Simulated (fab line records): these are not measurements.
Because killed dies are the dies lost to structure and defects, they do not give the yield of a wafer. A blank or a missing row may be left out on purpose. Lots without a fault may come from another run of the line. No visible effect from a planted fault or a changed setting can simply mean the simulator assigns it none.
Which tool did it? -- flow nand-harc -- 14 lots, 41 wafers sampled, at 6 steps of a route of 1302

WHAT THE GAUGES READ, wafer by wafer
NHARC_P_BONDPAD_THK_MEAS_20: measures by xrf. Usual: thk-nm reads 160.6 nm (standard deviation 1.6).
lot,measured,on,thk-nm (nm),flag
L176,day 6 21:53,film-metro-01,162.7 162.5 161.4,
L175,day 6 23:23,film-metro-02,162.5 163.1 161.8,
L177,day 7 12:27,film-metro-01,158.3 161.4 162.0,
L178,day 8 01:53,film-metro-02,158.8 162.0 160.3,
L179,day 8 11:11,film-metro-02,158.7 161.9 158.8,
L180,day 8 21:59,film-metro-01,159.6 161.5 162.2,
L181,day 9 10:41,film-metro-02,163.7 161.6 162.0,
L182,day 9 19:20,film-metro-01,160.4 161.5 162.4,
L183,day 10 05:08,film-metro-01,160.9 160.0 162.3,
L184,day 10 09:55,film-metro-02,159.3 160.7 159.6,
L187,day 11 20:37,film-metro-01,161.1 161.6 161.7,
L191,day 13 15:29,film-metro-01,161.1 158.8,
L192,day 13 23:29,film-metro-02,160.7 161.6 163.7,
L197,day 15 17:57,film-metro-02,159.3 161.1 160.2,

NHARC_A_ZERO_WELL_INSPECT_17. Usual: raw-defect-count reads 11 (standard deviation 5.9).
lot,measured,on,raw-defect-count,flag
L176,day 7 00:59,defect-inspect-02,9 4 7,
L175,day 7 02:20,defect-inspect-02,9 6 7,
L177,day 7 15:25,defect-inspect-02,13 16 11,
L178,day 8 04:56,defect-inspect-02,14 8 12,
L179,day 8 14:11,defect-inspect-01,8 11 7,
L180,day 9 00:58,defect-inspect-02,6 12 12,
L181,day 9 13:41,defect-inspect-02,10 15 14,
L182,day 9 22:23,defect-inspect-02,9 6 2,
L183,day 10 08:07,defect-inspect-02,28 39 14,
L184,day 10 12:47,defect-inspect-01,23 14 12,
L187,day 11 23:28,defect-inspect-01,14 6 15,
L191,day 13 18:37,defect-inspect-01,7 3,
L192,day 14 02:20,defect-inspect-02,7 7 2,
L197,day 15 20:55,defect-inspect-01,9 9 13,

NHARC_A_SOURCE_PLATE_THK_MEAS_06: measures by ellipsometry. Usual: thk-nm reads 199.1 nm (standard deviation 2).
lot,measured,on,thk-nm (nm),flag
L176,day 7 21:22,film-metro-01,196.8 196.7 195.6,
L175,day 7 21:22,film-metro-02,199.9 200.3 200.8,
L177,day 8 11:57,film-metro-01,204.4 202.3 200.3,
L178,day 9 01:49,film-metro-01,199.6 198.0 200.9,
L179,day 9 11:23,film-metro-02,199.7 203.1 198.8,
L180,day 10 02:21,film-metro-01,199.9 195.9 197.9,
L181,day 10 09:32,film-metro-01,198.0 198.3 198.8,
L182,day 10 19:22,film-metro-02,199.9 199.3 198.8,
L183,day 11 05:10,film-metro-02,200.1 200.6 195.3,
L184,day 11 09:07,film-metro-01,201.7 198.7 199.2,
L187,day 12 19:42,film-metro-02,199.9 200.2 199.5,
L191,day 14 18:10,film-metro-01,198.3 195.7,
L192,day 14 22:41,film-metro-01,204.2 202.7 202.1,
L197,day 16 19:19,film-metro-01,198.7 198.0 198.3,

NHARC_A_ONON_D1_THK_MEAS_02: measures by ellipsometry. Usual: thk-nm reads 1002 nm (standard deviation 9.1).
lot,measured,on,thk-nm (nm),flag
L176,day 7 22:00,film-metro-02,1013 1012 1013,
L175,day 7 22:18,film-metro-02,1002 1003 1002,
L177,day 8 12:38,film-metro-01,1009 1008 1009,
L178,day 9 02:28,film-metro-02,988 988 990,
L179,day 9 12:05,film-metro-01,1011 1010 1010,
L180,day 10 03:01,film-metro-01,1013 1012 1012,
L181,day 10 10:13,film-metro-02,1002 1001 1000,
L182,day 10 20:03,film-metro-01,1000 998 999,
L183,day 11 05:50,film-metro-02,988 989 989,
L184,day 11 09:47,film-metro-01,1000 1000 1000,
L187,day 12 20:20,film-metro-01,1005 1007 1009,
L191,day 14 18:51,film-metro-02,1547 995,OFF
L192,day 14 23:23,film-metro-02,1563 1011 1010,OFF
L197,day 16 20:00,film-metro-01,1025 1024 1025,

NHARC_END_SORT_01. Usual: killed-at-array 58, standard deviation 22; killed-at-other 1.0, standard deviation 1.3; killed-at-periphery 5, standard deviation 3.4; killed-dies 64, standard deviation 22; killed-open 3.6, standard deviation 1.8; killed-short 2.4, standard deviation 1.7.
lot,measured,on,killed-at-array,killed-at-other,killed-at-periphery,killed-dies,killed-open,killed-short,flag
L191,day 30 22:19,prober-01,666 90,5 2,6 5,677 97,3 4,4 2,OFF
L192,day 31 03:25,prober-02,665 80 64,1 0 0,11 8 6,677 88 70,3 8 3,1 0 3,OFF

EACH LOT AND THE TOOL THAT RAN IT (in order: tool; ch and the chambers of the sampled wafers; start)
lot,NHARC_A_ONON_D1_DEP_00
L176,"pecvd-onon-01 ch 0, day 7 21:37"
L175,"pecvd-onon-04 ch 0, day 7 21:55"
L177,"pecvd-onon-01 ch 0, day 8 12:07"
L178,"pecvd-onon-01 ch 0, day 9 02:01"
L179,"pecvd-onon-02 ch 0, day 9 11:34"
L180,"pecvd-onon-01 ch 0, day 10 02:30"
L181,"pecvd-onon-01 ch 0, day 10 09:42"
L182,"pecvd-onon-01 ch 0, day 10 19:36"
L183,"pecvd-onon-01 ch 0, day 11 05:22"
L184,"pecvd-onon-02 ch 0, day 11 09:23"
L187,"pecvd-onon-01 ch 0, day 12 19:50"
L191,"pecvd-onon-01 ch 0, day 14 18:20"
L192,"pecvd-onon-01 ch 0, day 14 22:52"
L197,"pecvd-onon-04 ch 0, day 16 19:32"
- NHARC_A_ONON_D1_DEP_00: target thk 1000 nm.

AS READ BY THE TOOLS THEMSELVES (means over the sampled wafers that have a number; for cases with no such wafer, the mark the record gives instead)
NHARC_A_ONON_D1_DEP_00. Usual: n2o-flow-sccm reads 1999 sccm (standard deviation 6).
lot,tool,n2o-flow-sccm (sccm),flag
L176,pecvd-onon-01,2003,
L175,pecvd-onon-04,1993,
L177,pecvd-onon-01,1996,
L178,pecvd-onon-01,2003,
L179,pecvd-onon-02,2000,
L180,pecvd-onon-01,1998,
L181,pecvd-onon-01,2004,
L182,pecvd-onon-01,1995,
L183,pecvd-onon-01,1991,
L184,pecvd-onon-02,1995,
L187,pecvd-onon-01,1994,
L191,pecvd-onon-01,1996,
L192,pecvd-onon-01,1999,
L197,pecvd-onon-04,2002,

THE ANSWER, worked out from the rows above alone
Rule: take the mean of a lot's wafers that have a number; if it is more than 3 standard deviations from the usual mean, the lot is off. A lot without any number at a reading at which 4 lots or more have one is off too. Any other lot the step has rows for is counted as sound. Order of review: gauges by route order, followed by the tools' own readings, for which a lot's mean as printed above is used. At the first step where some lot is off, the reading lying furthest off is the one used; lots without a number count as furthest.
Off, at NHARC_A_ONON_D1_THK_MEAS_02 on thk-nm: L191, L192.
A tool fits if, at a process step before that reading, it ran every lot that is off, and no sound lot after the first of them. Not tried: the gauges at NHARC_A_ONON_D1_THK_MEAS_02; whatever is off there is also off at NHARC_END_SORT_01, on other tools, and gauge error can't account for it. One candidate fits, namely pecvd-onon-01 at NHARC_A_ONON_D1_DEP_00. Its last sound lot is L187 (day 12 19:50), its first lot that is off L191 (day 14 18:20): a fault that began between those two fits.

WHAT THE SIMULATOR HAD INSERTED
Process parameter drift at NHARC_A_ONON_D1_DEP_00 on pecvd-onon-01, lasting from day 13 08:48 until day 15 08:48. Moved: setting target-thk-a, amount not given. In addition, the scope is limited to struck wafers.
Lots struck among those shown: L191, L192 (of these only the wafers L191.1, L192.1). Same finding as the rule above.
